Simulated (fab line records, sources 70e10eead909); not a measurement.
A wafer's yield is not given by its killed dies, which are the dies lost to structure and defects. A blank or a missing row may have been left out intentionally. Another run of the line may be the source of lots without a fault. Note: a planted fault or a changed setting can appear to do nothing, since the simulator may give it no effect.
What tool caused it?    flow nand_harc    Sampling: 14 lots, 42 wafers, 5 of 1159 route steps

== WHAT EACH GAUGE READ, for each wafer ==
NHARC_P_M0_THK_MEAS_24: measures by xrf. Usual: thk_nm reads 118.1 nm (standard deviation 1.5).
lot   measured      on             thk_nm (nm)        flag
L128  day 6 19:00   film_metro-01  117.7 119.2 120.3  
L130  day 6 19:27   film_metro-01  117.8 119.0 116.4  
L131  day 6 20:10   film_metro-02  120.1 118.9 117.9  
L132  day 7 01:43   film_metro-01  118.7 119.1 117.5  
L133  day 7 06:41   film_metro-02  118.4 118.3 118.4  
L134  day 7 11:27   film_metro-02  118.4 118.0 116.4  
L135  day 7 12:53   film_metro-01  118.3 117.0 120.0  
L136  day 8 07:01   film_metro-01  116.9 118.4 119.9  
L138  day 8 12:07   film_metro-02  120.9 116.7 118.1  
L137  day 8 12:12   film_metro-01  119.7 116.8 117.7  
L140  day 9 05:29   film_metro-01  118.7 120.2 117.1  
L147  day 10 19:13  film_metro-02  119.3 119.0 118.5  
L149  day 11 13:31  film_metro-01  120.3 117.8 117.7  
L150  day 11 13:58  film_metro-02  117.8 119.4 119.1  

NHARC_END_SORT_01. Usual: defect_limited_yield 95.2 %, standard deviation 1.6; killed_at_array 29, standard deviation 10; killed_at_other 0.7, standard deviation 1.1; killed_at_periphery 3.2, standard deviation 2.2; killed_dies 33, standard deviation 11; killed_open 3.5, standard deviation 1.8; killed_short 2.0, standard deviation 1.4; sort_bin_2_pct 1.5 %, standard deviation 0.61; sort_bin_3_pct 0.29 %, standard deviation 0.22; sort_bin_4_pct 3.1 %, standard deviation 1.1; sort_n_pass 644, standard deviation 11; sort_rim_yield_pct 95 %, standard deviation 3.3; sort_yield_pct 95.2 %, standard deviation 1.6.
lot   measured      on         defect_limited_yield (%)  killed_at_array  killed_at_other  killed_at_periphery  killed_dies  killed_open  killed_short  sort_bin_2_pct (%)  sort_bin_3_pct (%)  sort_bin_4_pct (%)  sort_n_pass  sort_rim_yield_pct (%)  sort_yield_pct (%)  flag
L147  day 24 14:30  prober-02  92.2 94.7 94.1            45 29 32         0 2 2            8 5 6                53 36 40     3 3 2        1 2 3         3.0 2.1 1.8         0.30 0.44 0.30      4.6 2.8 3.8         624 641 637  96 94 99                92.2 94.7 94.1      
L149  day 24 22:14  prober-02  92.5 91.7 95.6            40 44 26         0 2 0            11 10 4              51 56 30     3 3 2        2 2 2         1.5 2.2 1.6         0.30 0 0.59         5.8 6.1 2.2         626 621 647  90 88 89                92.5 91.7 95.6      

== TOOL THAT RAN EACH LOT (tool first, then ch and the chambers of the sampled wafers, then the start) ==
lot   NHARC_P_M0_DEGAS_28           NHARC_P_M0_PRE_CLEAN_29       NHARC_P_M1_DEGAS_29
L128  pvd_sputter-03, day 6 17:36   pvd_sputter-03, day 6 17:40   pvd_sputter-03, day 6 21:47
L130  pvd_sputter-03, day 6 18:04   pvd_sputter-03, day 6 18:07   pvd_sputter-02, day 6 22:14
L131  pvd_sputter-03, day 6 18:30   pvd_sputter-03, day 6 18:34   pvd_sputter-02, day 6 23:02
L132  pvd_sputter-03, day 7 00:11   pvd_sputter-03, day 7 00:14   pvd_sputter-01, day 7 04:28
L133  pvd_sputter-02, day 7 05:18   pvd_sputter-02, day 7 05:21   pvd_sputter-03, day 7 09:21
L134  pvd_sputter-01, day 7 10:01   pvd_sputter-01, day 7 10:05   pvd_sputter-03, day 7 14:13
L135  pvd_sputter-01, day 7 11:29   pvd_sputter-01, day 7 11:32   pvd_sputter-02, day 7 15:39
L136  pvd_sputter-02, day 8 05:37   pvd_sputter-02, day 8 05:40   pvd_sputter-03, day 8 09:46
L138  pvd_sputter-03, day 8 10:41   pvd_sputter-03, day 8 10:44   pvd_sputter-01, day 8 14:52
L137  pvd_sputter-01, day 8 10:43   pvd_sputter-01, day 8 10:47   pvd_sputter-02, day 8 23:46
L140  pvd_sputter-03, day 9 03:58   pvd_sputter-03, day 9 04:01   pvd_sputter-02, day 9 08:07
L147  pvd_sputter-02, day 10 17:43  pvd_sputter-02, day 10 17:47  pvd_sputter-03, day 11 01:34
L149  pvd_sputter-02, day 11 12:07  pvd_sputter-02, day 11 12:11  pvd_sputter-03, day 11 20:08
L150  pvd_sputter-03, day 11 12:35  pvd_sputter-03, day 11 12:38  pvd_sputter-01, day 11 16:49
- NHARC_P_M0_DEGAS_28: time 60 s.
- NHARC_P_M0_PRE_CLEAN_29: time 30 s.
- NHARC_P_M1_DEGAS_29: time 60 s.

== AS READ BY THE TOOLS THEMSELVES (means over the sampled wafers that have a number; for cases with no such wafer, the mark the record gives instead) ==
NHARC_P_M0_DEGAS_28. Usual: heater_power_w reads 335 W (standard deviation 46).
lot   tool            heater_power_w (W)  flag
L128  pvd_sputter-03  368                 
L130  pvd_sputter-03  371                 
L131  pvd_sputter-03  318                 
L132  pvd_sputter-03  373                 
L133  pvd_sputter-02  314                 
L134  pvd_sputter-01  309                 
L135  pvd_sputter-01  345                 
L136  pvd_sputter-02  338                 
L138  pvd_sputter-03  336                 
L137  pvd_sputter-01  340                 
L140  pvd_sputter-03  374                 
L147  pvd_sputter-02  313                 
L149  pvd_sputter-02  311                 
L150  pvd_sputter-03  382                 

NHARC_P_M0_PRE_CLEAN_29. Usual: heater_power_w reads 412 W (standard deviation 56).
lot   tool            heater_power_w (W)  flag
L128  pvd_sputter-03  452                 
L130  pvd_sputter-03  406                 
L131  pvd_sputter-03  400                 
L132  pvd_sputter-03  422                 
L133  pvd_sputter-02  383                 
L134  pvd_sputter-01  447                 
L135  pvd_sputter-01  407                 
L136  pvd_sputter-02  387                 
L138  pvd_sputter-03  383                 
L137  pvd_sputter-01  442                 
L140  pvd_sputter-03  463                 
L147  pvd_sputter-02  356                 
L149  pvd_sputter-02  356                 
L150  pvd_sputter-03  414                 

NHARC_P_M1_DEGAS_29. Usual: heater_power_w reads 336 W (standard deviation 45).
lot   tool            heater_power_w (W)  flag
L128  pvd_sputter-03  339                 
L130  pvd_sputter-02  317                 
L131  pvd_sputter-02  294                 
L132  pvd_sputter-01  333                 
L133  pvd_sputter-03  328                 
L134  pvd_sputter-03  342                 
L135  pvd_sputter-02  313                 
L136  pvd_sputter-03  331                 
L138  pvd_sputter-01  335                 
L137  pvd_sputter-02  335                 
L140  pvd_sputter-02  295                 
L147  pvd_sputter-03  343                 
L149  pvd_sputter-03  339                 
L150  pvd_sputter-01  332                 

== THE ANSWER, worked out from the rows above alone ==
Rule: a lot counts as off when the mean over its wafers that have a number is more than 3 standard deviations away from the usual mean. A lot without any number at a reading at which 4 lots or more have one is off too. Any other lot the step has rows for is counted as sound. The gauges are gone through in route order, then the tools' own readings, and for those a lot's mean is taken as printed above. At the first step where some lot is off, the reading lying furthest off is the one used; lots without a number count as furthest.
No lot is off at any reading shown: from this, nothing can be told.

== WHAT THE SIMULATOR PUT IN ==
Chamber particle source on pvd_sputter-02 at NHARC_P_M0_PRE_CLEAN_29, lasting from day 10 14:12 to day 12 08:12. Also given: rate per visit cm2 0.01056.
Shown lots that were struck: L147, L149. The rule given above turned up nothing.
